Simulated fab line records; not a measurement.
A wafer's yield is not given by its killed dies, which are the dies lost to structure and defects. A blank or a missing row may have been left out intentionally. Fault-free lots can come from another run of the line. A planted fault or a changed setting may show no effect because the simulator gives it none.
Chamber matching + flow nand-harc + NHARC_P_ZERO_WELL_DESCUM_13 on rie-diel-12: 4 sister chambers
The step chemistry O2, time 3 s. 8 wafers are shown with their chamber, then 7 later ones without.

## WAFERS PAIRED WITH THEIR CHAMBERS
| wafer  | chamber | throttle-valve-pct (%) | oes-product-au (a.u.) |
|--------|---------|------------------------|-----------------------|
| L961.2 | 3       | 11.322                 | 1.000                 |
| L965.2 | 1       | 11.327                 | 0.983                 |
| L965.6 | 1       | 11.304                 | 1.005                 |
| L967.3 | 2       | 11.300                 | 0.992                 |
| L967.5 | 0       | 11.308                 | 0.993                 |
| L967.6 | 3       | 11.317                 | 0.982                 |
| L972.1 | 2       | 11.304                 | 0.988                 |
| L972.2 | 0       | 11.302                 | 0.993                 |

## WAFERS WHOSE CHAMBER IS MISSING
| wafer  | throttle-valve-pct (%) | oes-product-au (a.u.) |
|--------|------------------------|-----------------------|
| L972.3 | 11.322                 | 0.983                 |
| L973.3 | 11.311                 | 0.985                 |
| L973.5 | 11.318                 | 0.988                 |
| L973.6 | 11.304                 | 0.992                 |
| L980.2 | 11.314                 | 0.987                 |
| L980.3 | 11.321                 | 0.995                 |
| L980.4 | 11.310                 | 0.986                 |

## THE CHAMBER EACH PASSED THROUGH
| wafer  | from the rows above               | in truth |
|--------|-----------------------------------|----------|
| L972.3 | can't be placed: 3 or 1 or 0 or 2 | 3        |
| L973.3 | can't be placed: 1 or 0 or 3 or 2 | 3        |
| L973.5 | can't be placed: 3 or 1 or 0 or 2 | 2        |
| L973.6 | can't be placed: 0 or 2 or 1 or 3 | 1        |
| L980.2 | can't be placed: 1 or 3 or 0 or 2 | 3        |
| L980.3 | can't be placed: 3 or 1 or 0 or 2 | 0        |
| L980.4 | can't be placed: 0 or 2 or 1 or 3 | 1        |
Correct placement for 0 of the 7. These rows do not allow placing 7 (true chamber among the candidates in 7). Placed wrongly: 0.
How it was worked out, from the rows above alone: a wafer's distance from a chamber is the root of the sum, over the readings, of the square of ((its reading less the chamber's mean) divided by the reading's scatter). The wafer belongs to the nearest chamber; if the next one is less than 2 further off, it can't be placed. The mean given for a chamber averages the wafers shown for that chamber. The scatter: the root of (the sum of the squares of (reading less its chamber's mean) over the shown wafers, divided by (wafers less chambers)).
